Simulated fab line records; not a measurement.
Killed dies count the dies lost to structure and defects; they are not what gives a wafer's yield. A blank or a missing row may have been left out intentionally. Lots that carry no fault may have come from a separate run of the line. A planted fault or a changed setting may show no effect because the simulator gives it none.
Matching of chambers | flow n5-finfet | N5_HKMG_FIN_ALD_71 on ald-metal-01: 4 sister chambers
The step deposits TiN, target thk 1 nm, pulse time 1 s, purge time 3 s. 14 wafers are shown with their chamber, then 7 later ones without.

EACH WAFER AND ITS CHAMBER
wafer  | chamber | heater-power-w (W) | precursor-pulse-height-rel | susceptor-temp-C (C)
L079.1 | 3       | 818                | 0.998                      | 400.10
L079.2 | 2       | 982                | 1.018                      | 399.89
L079.3 | 0       | 1012               | 1.019                      | 400.39
L079.4 | 0       | 1037               | 0.949                      | 400.20
L079.5 | 2       | 1008               | 1.030                      | 400.40
L079.6 | 3       | 855                | 0.996                      | 400.28
L080.1 | 0       | 1020               | 0.993                      | 399.82
L080.3 | 3       | 836                | 0.984                      | 400.06
L080.4 | 0       | 1049               | 0.975                      | 400.06
L082.1 | 2       | 984                | 0.980                      | 400.32
L082.4 | 3       | 843                | 1.016                      | 399.76
L082.6 | 0       | 1017               | 1.020                      | 399.60
L083.1 | 0       | 1031               | 0.999                      | 400.43
L083.2 | 1       | 922                | 0.991                      | 399.99

SIGNATURES (means of the wafers above)
reading                    | chamber 0 | chamber 1 | chamber 2 | chamber 3 | scatter within a chamber
heater-power-w             | 1027.67   | 922.00    | 991.33    | 838.00    | 14.5
precursor-pulse-height-rel | 0.99250   | 0.99100   | 1.00933   | 0.99850   | 0.0236
susceptor-temp-C           | 400.0833  | 399.9900  | 400.2033  | 400.0500  | 0.287
Rule: for a wafer and a chamber, the distance is found by dividing, reading by reading, the gap between the wafer's reading and the chamber's mean by the reading's scatter, squaring, summing and taking the root. The wafer belongs to the nearest chamber; if the next one is less than 2 further off, it can't be placed. How the scatter is found: for the shown wafers, subtract from each reading the mean of its chamber, square and add these, divide the total by (wafers less chambers), then take the root.

WAFERS WHOSE CHAMBER IS MISSING
wafer  | heater-power-w (W) | precursor-pulse-height-rel | susceptor-temp-C (C)
L083.5 | 838                | 0.988                      | 399.95
L087.3 | 1005               | 0.961                      | 400.05
L087.4 | 952                | 1.019                      | 400.05
L087.5 | 1023               | 1.006                      | 399.69
L097.1 | 841                | 0.988                      | 399.69
L097.3 | 938                | 0.975                      | 400.15
L097.6 | 860                | 1.032                      | 399.76

WHICH CHAMBER EACH WENT THROUGH
wafer  | from the rows above     | in truth
L083.5 | 3                       | 3
L087.3 | can't be placed: 0 or 2 | 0
L087.4 | can't be placed: 1 or 2 | 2
L087.5 | can't be placed: 0 or 2 | 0
L097.1 | 3                       | 3
L097.3 | 1                       | 1
L097.6 | 3                       | 3
Placed correctly: 4 of 7. These rows do not allow placing 3 (true chamber among the candidates in 3). Number placed wrongly: 0.
